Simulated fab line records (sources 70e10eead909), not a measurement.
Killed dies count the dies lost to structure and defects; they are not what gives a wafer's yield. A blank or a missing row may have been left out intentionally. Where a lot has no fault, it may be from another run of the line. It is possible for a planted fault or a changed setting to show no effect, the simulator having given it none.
Chamber matching    flow nand-harc    NHARC_A_CHANNEL_FILL_D1_ALD_16 on ald-hk-01: 4 sister chambers
The step deposits SiO2, target thk 1.5 nm, pulse time 10 s, ald cycles 15. 8 wafers are shown with their chamber, then 8 later ones without.

== WAFERS WITH THEIR CHAMBER ==
wafer   chamber  heater-power-w (W)  precursor-pulse-height-rel
L723.5  0        442                 1.016
L724.5  2        469                 0.972
L727.4  1        483                 0.976
L727.5  3        535                 1.019
L730.1  0        454                 0.974
L730.2  2        476                 0.995
L730.4  1        497                 1.025
L731.1  3        543                 0.960

== WAFERS WITH NO CHAMBER GIVEN ==
wafer   heater-power-w (W)  precursor-pulse-height-rel
L731.3  468                 0.993
L731.5  482                 0.985
L732.2  460                 1.011
L732.5  450                 1.003
L732.6  492                 0.969
L733.1  449                 0.969
L733.4  468                 0.992
L733.5  525                 1.021

== EACH ONE'S CHAMBER ==
wafer   from the rows above      in truth
L731.3  can't be placed: 2 or 0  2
L731.5  can't be placed: 1 or 2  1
L732.2  can't be placed: 0 or 2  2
L732.5  0                        0
L732.6  can't be placed: 1 or 2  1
L733.1  0                        0
L733.4  2                        2
L733.5  3                        3
Correctly placed: 4 of 8. These rows do not allow placing 4 (true chamber among the candidates in 4). Placed wrongly: 0.
How it was worked out, from the rows above alone: a wafer's distance from a chamber is the root of the sum, over the readings, of the square of ((its reading less the chamber's mean) divided by the reading's scatter). The wafer belongs to the nearest chamber; if the next one is less than 2 further off, it can't be placed. The mean given for a chamber averages the wafers shown for that chamber. How the scatter is found: for the shown wafers, subtract from each reading the mean of its chamber, square and add these, divide the total by (wafers less chambers), then take the root.
